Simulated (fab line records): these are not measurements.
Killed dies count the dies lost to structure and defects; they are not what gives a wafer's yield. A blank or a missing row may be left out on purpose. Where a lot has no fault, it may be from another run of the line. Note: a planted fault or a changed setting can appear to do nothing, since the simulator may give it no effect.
Which tool did it? :: flow nandHarc :: 36 wafers from 12 lots sampled at 6 of the route's 1159 steps

## WHAT THE GAUGES READ, wafer by wafer
NHARC_P_M2_CD_MEAS_09: the cd target is 170 nm. Usual: cdNm reads 169.9 nm (standard deviation 0.65).
lot: L561
measured: day 6 07:23
on: cdSem-01
cdNm (nm): 169.2 169.2 169.3
flag: 

lot: L563
measured: day 6 10:08
on: cdSem-01
cdNm (nm): 170.4 170.9 171.1
flag: 

lot: L562
measured: day 6 14:46
on: cdSem-02
cdNm (nm): 171.1 170.4 170.1
flag: 

lot: L566
measured: day 7 13:59
on: cdSem-01
cdNm (nm): 169.8 170.3 170.8
flag: 

lot: L567
measured: day 7 14:43
on: cdSem-03
cdNm (nm): 169.9 170.2 171.1
flag: 

lot: L576
measured: day 10 04:09
on: cdSem-02
cdNm (nm): 170.3 170.3 169.0
flag: 

lot: L577
measured: day 10 06:11
on: cdSem-02
cdNm (nm): 170.4 169.8 170.4
flag: 

lot: L579
measured: day 10 19:17
on: cdSem-02
cdNm (nm): 169.7 169.8 169.0
flag: 

lot: L580
measured: day 11 03:31
on: cdSem-03
cdNm (nm): 170.1 169.8 169.4
flag: 

lot: L581
measured: day 11 04:35
on: cdSem-01
cdNm (nm): 169.5 168.7 168.7
flag: 

lot: L582
measured: day 11 10:32
on: cdSem-01
cdNm (nm): 169.8 170.5 171.1
flag: 

lot: L584
measured: day 11 14:39
on: cdSem-01
cdNm (nm): 170.8 169.9 169.7
flag: 

NHARC_P_BONDPAD_THK_MEAS_33: measures by ellipsometry. Usual: thkNm reads 199.4 nm (standard deviation 1.6).
lot: L561
measured: day 6 11:28
on: filmMetro-01
thkNm (nm): 197.7 200.0 199.5
flag: 

lot: L563
measured: day 6 14:07
on: filmMetro-02
thkNm (nm): 202.1 201.5 199.6
flag: 

lot: L562
measured: day 6 18:50
on: filmMetro-01
thkNm (nm): 200.2 198.4 200.5
flag: 

lot: L566
measured: day 7 17:59
on: filmMetro-02
thkNm (nm): 248.9 252.0 253.0
flag: OFF

lot: L567
measured: day 7 18:44
on: filmMetro-02
thkNm (nm): 247.8 248.8 250.7
flag: OFF

lot: L576
measured: day 10 08:22
on: filmMetro-02
thkNm (nm): 199.4 200.9 200.8
flag: 

lot: L577
measured: day 10 10:20
on: filmMetro-02
thkNm (nm): 197.1 198.8 199.1
flag: 

lot: L579
measured: day 10 23:24
on: filmMetro-02
thkNm (nm): 200.2 197.6 199.9
flag: 

lot: L580
measured: day 11 08:20
on: filmMetro-02
thkNm (nm): 199.2 198.3 198.9
flag: 

lot: L581
measured: day 11 08:59
on: filmMetro-02
thkNm (nm): 199.3 196.8 197.0
flag: 

lot: L582
measured: day 11 14:50
on: filmMetro-02
thkNm (nm): 199.6 200.5 200.0
flag: 

lot: L584
measured: day 11 18:43
on: filmMetro-02
thkNm (nm): 200.1 201.1 198.5
flag: 

NHARC_P_BONDPAD_CD_MEAS_09: the cd target is 500 nm. Usual: cdNm reads 500.8 nm (standard deviation 1.7).
lot: L561
measured: day 6 12:02
on: cdSem-01
cdNm (nm): 498.9 500.2 498.3
flag: 

lot: L563
measured: day 6 14:34
on: cdSem-01
cdNm (nm): 500.9 501.1 502.3
flag: 

lot: L562
measured: day 6 19:24
on: cdSem-01
cdNm (nm): 500.5 501.4 502.2
flag: 

lot: L566
measured: day 7 18:33
on: cdSem-03
cdNm (nm): 500.9 499.4 500.5
flag: 

lot: L567
measured: day 7 19:19
on: cdSem-01
cdNm (nm): 498.7 496.8 502.8
flag: 

lot: L576
measured: day 10 08:56
on: cdSem-03
cdNm (nm): 499.6 500.4 499.9
flag: 

lot: L577
measured: day 10 10:47
on: cdSem-02
cdNm (nm): 500.1 499.4 500.8
flag: 

lot: L579
measured: day 10 23:58
on: cdSem-03
cdNm (nm): 501.5 500.7 500.8
flag: 

lot: L580
measured: day 11 08:55
on: cdSem-02
cdNm (nm): 502.8 503.6 501.5
flag: 

lot: L581
measured: day 11 09:34
on: cdSem-03
cdNm (nm): 502.7 503.7 501.5
flag: 

lot: L582
measured: day 11 15:26
on: cdSem-03
cdNm (nm): 500.2 501.1 501.3
flag: 

lot: L584
measured: day 11 19:19
on: cdSem-03
cdNm (nm): 500.2 501.8 502.8
flag: 

NHARC_END_SORT_01. Usual: defectLimitedYield 95.5 %, standard deviation 1.3; killedAtArray 27, standard deviation 8.8; killedAtOther 0.4, standard deviation 0.82; killedAtPeriphery 3.1, standard deviation 2.1; killedDies 31, standard deviation 8.8; killedOpen 3.3, standard deviation 2; killedShort 2.0, standard deviation 1.4; sort_bin_2_pct 1.3 %, standard deviation 0.56; sort_bin_3_pct 0.25 %, standard deviation 0.21; sort_bin_4_pct 2.9 %, standard deviation 0.89; sortNPass 646, standard deviation 8.8; sortRimYieldPct 95.8 %, standard deviation 2.7; sortYieldPct 95.5 %, standard deviation 1.3.
lot: L566
measured: day 21 04:46
on: prober-01
defectLimitedYield (%): 0 0 0
killedAtArray: 7 15 10
killedAtOther: 0 0 0
killedAtPeriphery: 670 662 667
killedDies: 677 677 677
killedOpen: 2 1 1
killedShort: 1 0 2
sort_bin_2_pct (%): 98.8 98.5 98.8
sort_bin_3_pct (%): 0 0 0.15
sort_bin_4_pct (%): 1.2 1.5 1.0
sortNPass: 0 0 0
sortRimYieldPct (%): 0 0 0
sortYieldPct (%): 0 0 0
flag: OFF

lot: L567
measured: day 20 21:58
on: prober-02
defectLimitedYield (%): 0 0 0
killedAtArray: 33 25 32
killedAtOther: 0 0 0
killedAtPeriphery: 644 652 645
killedDies: 677 677 677
killedOpen: 6 4 6
killedShort: 1 3 1
sort_bin_2_pct (%): 96.5 96.5 96.5
sort_bin_3_pct (%): 0.15 0.15 0
sort_bin_4_pct (%): 3.4 3.4 3.5
sortNPass: 0 0 0
sortRimYieldPct (%): 0 0 0
sortYieldPct (%): 0 0 0
flag: OFF

lot: L576
measured: day 22 20:50
on: prober-02
defectLimitedYield (%): 96.0
killedAtArray: 24
killedAtOther: 0
killedAtPeriphery: 3
killedDies: 27
killedOpen: 2
killedShort: 3
sort_bin_2_pct (%): 0.9
sort_bin_3_pct (%): 0.30
sort_bin_4_pct (%): 2.8
sortNPass: 650
sortRimYieldPct (%): 99.1
sortYieldPct (%): 96.0
flag: 

lot: L577
measured: day 22 13:04
on: prober-01
defectLimitedYield (%): 94.1 95.0 95.1
killedAtArray: 33 30 26
killedAtOther: 1 0 0
killedAtPeriphery: 6 4 7
killedDies: 40 34 33
killedOpen: 5 3 3
killedShort: 4 1 2
sort_bin_2_pct (%): 1.9 1.8 1.9
sort_bin_3_pct (%): 0.15 0.15 0
sort_bin_4_pct (%): 3.8 3.1 3.0
sortNPass: 637 643 644
sortRimYieldPct (%): 93.4 94.3 96.2
sortYieldPct (%): 94.1 95.0 95.1
flag: 

lot: L581
measured: day 24 10:23
on: prober-02
defectLimitedYield (%): 95.6 95.3 95.1
killedAtArray: 27 26 28
killedAtOther: 0 1 1
killedAtPeriphery: 3 5 4
killedDies: 30 32 33
killedOpen: 2 5 3
killedShort: 0 2 1
sort_bin_2_pct (%): 1.3 1.2 0.9
sort_bin_3_pct (%): 0.15 0.15 0.44
sort_bin_4_pct (%): 3.0 3.4 3.5
sortNPass: 647 645 644
sortRimYieldPct (%): 99.1 97.2 98.1
sortYieldPct (%): 95.6 95.3 95.1
flag: 

lot: L584
measured: day 24 19:32
on: prober-01
defectLimitedYield (%): 93.6 93.9 92.9
killedAtArray: 38 37 42
killedAtOther: 0 0 1
killedAtPeriphery: 5 4 5
killedDies: 43 41 48
killedOpen: 4 2 7
killedShort: 4 1 2
sort_bin_2_pct (%): 1.8 1.2 2.2
sort_bin_3_pct (%): 0.44 0.59 0.30
sort_bin_4_pct (%): 4.1 4.3 4.6
sortNPass: 634 636 629
sortRimYieldPct (%): 89.6 90.6 92.5
sortYieldPct (%): 93.6 93.9 92.9
flag: 

## TOOL THAT RAN EACH LOT (tool first, then ch and the chambers of the sampled wafers, then the start)
lot: L561
NHARC_P_M2_PRE_CLEAN_30: pvdSputter-03, day 6 11:16 or earlier
NHARC_P_BONDPAD_CMP_32: cmp-03 ch 1,2,3, day 6 11:16

lot: L563
NHARC_P_M2_PRE_CLEAN_30: pvdSputter-01, day 6 13:52 or earlier
NHARC_P_BONDPAD_CMP_32: cmp-04 ch 0,3, day 6 13:52

lot: L562
NHARC_P_M2_PRE_CLEAN_30: pvdSputter-03, day 6 18:36 or earlier
NHARC_P_BONDPAD_CMP_32: cmp-03 ch 0,1,2, day 6 18:36

lot: L566
NHARC_P_M2_PRE_CLEAN_30: pvdSputter-02, day 7 17:45 or earlier
NHARC_P_BONDPAD_CMP_32: cmp-02 ch 2,3, day 7 17:45

lot: L567
NHARC_P_M2_PRE_CLEAN_30: pvdSputter-03, day 7 18:31 or earlier
NHARC_P_BONDPAD_CMP_32: cmp-02 ch 0,3, day 7 18:31

lot: L576
NHARC_P_M2_PRE_CLEAN_30: pvdSputter-03, day 10 08:08 or earlier
NHARC_P_BONDPAD_CMP_32: cmp-02 ch 1,2,3, day 10 08:08

lot: L577
NHARC_P_M2_PRE_CLEAN_30: pvdSputter-01, day 10 10:10 or earlier
NHARC_P_BONDPAD_CMP_32: cmp-02 ch 0,1,3, day 10 10:10

lot: L579
NHARC_P_M2_PRE_CLEAN_30: pvdSputter-02, day 10 23:09 or earlier
NHARC_P_BONDPAD_CMP_32: cmp-03 ch 0,1,2, day 10 23:09

lot: L580
NHARC_P_M2_PRE_CLEAN_30: pvdSputter-03, day 11 08:05 or earlier
NHARC_P_BONDPAD_CMP_32: cmp-02 ch 0,1,3, day 11 08:05

lot: L581
NHARC_P_M2_PRE_CLEAN_30: pvdSputter-02, day 11 08:43 or earlier
NHARC_P_BONDPAD_CMP_32: cmp-03 ch 1,2,3, day 11 08:43

lot: L582
NHARC_P_M2_PRE_CLEAN_30: pvdSputter-03, day 11 14:38 or earlier
NHARC_P_BONDPAD_CMP_32: cmp-02 ch 1,2,3, day 11 14:38

lot: L584
NHARC_P_M2_PRE_CLEAN_30: pvdSputter-01, day 11 18:30 or earlier
NHARC_P_BONDPAD_CMP_32: cmp-03 ch 1,2,3, day 11 18:30
- NHARC_P_M2_PRE_CLEAN_30: time 30 s.
- NHARC_P_BONDPAD_CMP_32: polishes SiCN, target thk 200 nm.

## AS READ BY THE TOOLS THEMSELVES (means over the sampled wafers that have a number; for cases with no such wafer, the mark the record gives instead)
NHARC_P_M2_PRE_CLEAN_30. Usual: heaterPowerW reads 432 W (standard deviation 45).
lot: L561
tool: pvdSputter-03
heaterPowerW (W): 458
flag: 

lot: L563
tool: pvdSputter-01
heaterPowerW (W): 456
flag: 

lot: L562
tool: pvdSputter-03
heaterPowerW (W): 404
flag: 

lot: L566
tool: pvdSputter-02
heaterPowerW (W): 398
flag: 

lot: L567
tool: pvdSputter-03
heaterPowerW (W): 447
flag: 

lot: L576
tool: pvdSputter-03
heaterPowerW (W): 427
flag: 

lot: L577
tool: pvdSputter-01
heaterPowerW (W): 391
flag: 

lot: L579
tool: pvdSputter-02
heaterPowerW (W): 431
flag: 

lot: L580
tool: pvdSputter-03
heaterPowerW (W): 447
flag: 

lot: L581
tool: pvdSputter-02
heaterPowerW (W): 420
flag: 

lot: L582
tool: pvdSputter-03
heaterPowerW (W): 431
flag: 

lot: L584
tool: pvdSputter-01
heaterPowerW (W): 386
flag: 

NHARC_P_BONDPAD_CMP_32. Usual: edgeZonePressureFrac 1.000, standard deviation 0.0053; motorCurrentA 11.7 A, standard deviation 0.93.
lot: L561
tool: cmp-03
edgeZonePressureFrac: 1.001
motorCurrentA (A): 12.1
flag: 

lot: L563
tool: cmp-04
edgeZonePressureFrac: 1.000
motorCurrentA (A): 12.2
flag: 

lot: L562
tool: cmp-03
edgeZonePressureFrac: 1.002
motorCurrentA (A): 12.1
flag: 

lot: L566
tool: cmp-02
edgeZonePressureFrac: -
motorCurrentA (A): -
flag: OFF

lot: L567
tool: cmp-02
edgeZonePressureFrac: -
motorCurrentA (A): -
flag: OFF

lot: L576
tool: cmp-02
edgeZonePressureFrac: 0.999
motorCurrentA (A): 11.9
flag: 

lot: L577
tool: cmp-02
edgeZonePressureFrac: 0.997
motorCurrentA (A): 12.1
flag: 

lot: L579
tool: cmp-03
edgeZonePressureFrac: 1.003
motorCurrentA (A): 12.2
flag: 

lot: L580
tool: cmp-02
edgeZonePressureFrac: 1.000
motorCurrentA (A): 12.1
flag: 

lot: L581
tool: cmp-03
edgeZonePressureFrac: 1.002
motorCurrentA (A): 12.0
flag: 

lot: L582
tool: cmp-02
edgeZonePressureFrac: 0.997
motorCurrentA (A): 11.6
flag: 

lot: L584
tool: cmp-03
edgeZonePressureFrac: 1.002
motorCurrentA (A): 11.6
flag: 

## THE ANSWER, worked out from the rows above alone
Rule: a lot is off if the mean of its wafers that have a number lies more than 3 standard deviations from the usual mean. A lot without any number at a reading at which 4 lots or more have one is off too. The other lots that the step has rows for count as sound. First the gauges in route order, then the tools' own readings, where a lot's mean is used as printed above. At the first step where some lot is off, the reading lying furthest off is the one used; lots without a number count as furthest.
Off: L566, L567 (NHARC_P_BONDPAD_THK_MEAS_33, thkNm).
If a tool, at a process step before that reading, ran all the lots that are off and no sound lot after the first of them, it fits. Not tried: the gauges at NHARC_P_BONDPAD_THK_MEAS_33; whatever is off there is also off at NHARC_END_SORT_01, on other tools, and gauge error can't account for it. Because NHARC_P_M2_PRE_CLEAN_30 lacks a start for some lots, the hours and order of its lots are taken from NHARC_P_BONDPAD_CMP_32. Of those tried, none fits.

## WHAT THE SIMULATOR HAD PUT IN
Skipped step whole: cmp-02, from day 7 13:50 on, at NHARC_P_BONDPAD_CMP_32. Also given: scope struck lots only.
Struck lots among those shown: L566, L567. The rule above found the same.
